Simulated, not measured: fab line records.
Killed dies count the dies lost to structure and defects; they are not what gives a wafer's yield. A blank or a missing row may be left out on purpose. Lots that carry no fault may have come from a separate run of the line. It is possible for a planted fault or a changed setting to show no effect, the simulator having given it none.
A lot that was struck, set against a sound lot / flow n5Finfet / 16 out of 1938 route steps
Sound: wafers L134.2, L134.5, L134.6. Struck: wafers L143.1, L143.3, L143.5. The cause is named last.
Order at every step that has rows: each side's tool, ch and its chambers, its first start. Under that, the readings that differ: sound wafers / struck wafers / difference of the means / sigmas: that difference in standard deviations of wafers without a fault.
alike: same words and numbers on both sides, and readings whose means sit less than 2 such deviations apart. not compared: any withheld reading, any reading some wafer has no value for, any bound like >300 that may hide the same value, and any number with overlapping values for which the record gives no deviation.
A row with sigmas, a row that says differs or no value, or rows on one side alone: a step with any of these is where the two part. Numbers that don't overlap but have no deviation are shown without sigmas and don't part them. Lack of a reading on every wafer of one side parts them only where that side has two or more wafers.

first, 2 steps without rows for these wafers: N5_SD_EPI_N_STRIP_36 (strips in N2/H2); N5_SD_EPI_N_ETCHBACK_44 (etches SiNx in CH3F/O2, stops on SiO2, target depth 14.5 nm).
N5_SD_EPI_N_ETCH_45: etches SiOCN in CH3F/O2, target depth 6 nm.
  sound on rieDiel-06 ch 1,2, day 3 14:41; struck on rieDiel-06 ch 0,1, day 6 01:30
  alike: drypumpMotorCurrentA, oesProductAu, rfVppV, showerheadPlenumPTorr, throttleValvePct
  not compared: rfHoursCounterH
N5_SD_EPI_N_ETCH_16: etches SiO2 in CHF3/O2, target depth 5 nm.
  sound on rieDiel-06 ch 1,2, day 3 14:47; struck on rieDiel-06 ch 0,1, day 6 01:36
  alike: drypumpMotorCurrentA, oes_f_703_au, oesProductAu, rfVppV, showerheadPlenumPTorr, throttleValvePct
  not compared: rfHoursCounterH
then, 1 step without rows for these wafers: N5_SD_EPI_N_STRIP_47 (strips in CHF3/O2).
N5_SD_EPI_N_SD_RECESS_17: chemistry HBr/Cl2/O2, target depth 41 nm, time 23.7 s, bt time 3 s.
  sound on rieSi-03 ch 0,3, day 3 14:52; struck on rieSi-03 ch 0,1,2, day 6 01:40
  alike: drypumpMotorCurrentA, heBacksideLeakSccm, oesProductAu, throttleValvePct
  not compared: rfHoursCounterH
N5_SD_EPI_N_STRIP_38: strips in N2/H2.
  sound on plasmaAsher-01 ch 0,1, day 3 14:58; struck on plasmaAsher-02 ch 0,1, day 6 01:46
  alike: drypumpMotorCurrentA, h2FlowSccm, heaterPowerW, oesProductAu
  not compared: rfHoursCounterH
then, 4 steps without rows for these wafers: N5_SD_EPI_N_WET_ETCH_43 (etches SiO2 in dHF, time 14 s, target depth 1.5 nm); N5_SD_EPI_N_STRIP_18 (strips in SPM, time 750 s); N5_SD_EPI_N_SRD_20 (time 30 s); N5_SD_EPI_N_PRECLEAN_48 (cleans in NF3:NH3, afs cycles 2, time 20 s, sublimation time 60 s).
N5_SD_EPI_N_VAPOR_ETCH_50: etches Si in HCl, time 54 s.
  sound on epiRpcvd-03 ch 0, day 3 15:42; struck on epiRpcvd-02 ch 0, day 6 02:29
  alike: throttleValvePct
N5_SD_EPI_N_EPI_21: deposits Si:P, time 690 s.
  sound on epiRpcvd-03 ch 0, day 3 16:08; struck on epiRpcvd-02 ch 0, day 6 02:40
N5_SD_EPI_N_EPI_MEAS_23:
  sound on filmMetro-01 at day 3 17:35; struck on filmMetro-02 at day 6 04:23
reading=thkNm (nm); sound=60.6 59.7 58.3; struck=54.2 54.2 54.7; difference=-5.2; sigmas=-5
then, 1 step without rows for these wafers: N5_SD_EPI_N_PRECLEAN_24 (cleans in O3/DIW, time 60 s).
-- here the record skips 5 days between the struck wafers' starts before and after, leaving off in module SD_EPI_N and picking up in module BEOL_M4 (first step shown: number 1111 of the route) --
N5_BEOL_M4_RC_MEAS_101:
  sound on prober-02 ch 0, day 8 15:05; struck on prober-01 ch 0, day 11 08:23
  alike: DIBL_N, DIBL_P, IOFF_N, IOFF_P, ION_N, ION_P, SS_N, SS_P, VT_N, VT_P

WHERE THEY PART
Within this record, at N5_SD_EPI_N_EPI_MEAS_23 only. Later steps at which nothing parts them and some readings are alike: N5_BEOL_M4_RC_MEAS_101.

WHY: what had been put in by the simulator
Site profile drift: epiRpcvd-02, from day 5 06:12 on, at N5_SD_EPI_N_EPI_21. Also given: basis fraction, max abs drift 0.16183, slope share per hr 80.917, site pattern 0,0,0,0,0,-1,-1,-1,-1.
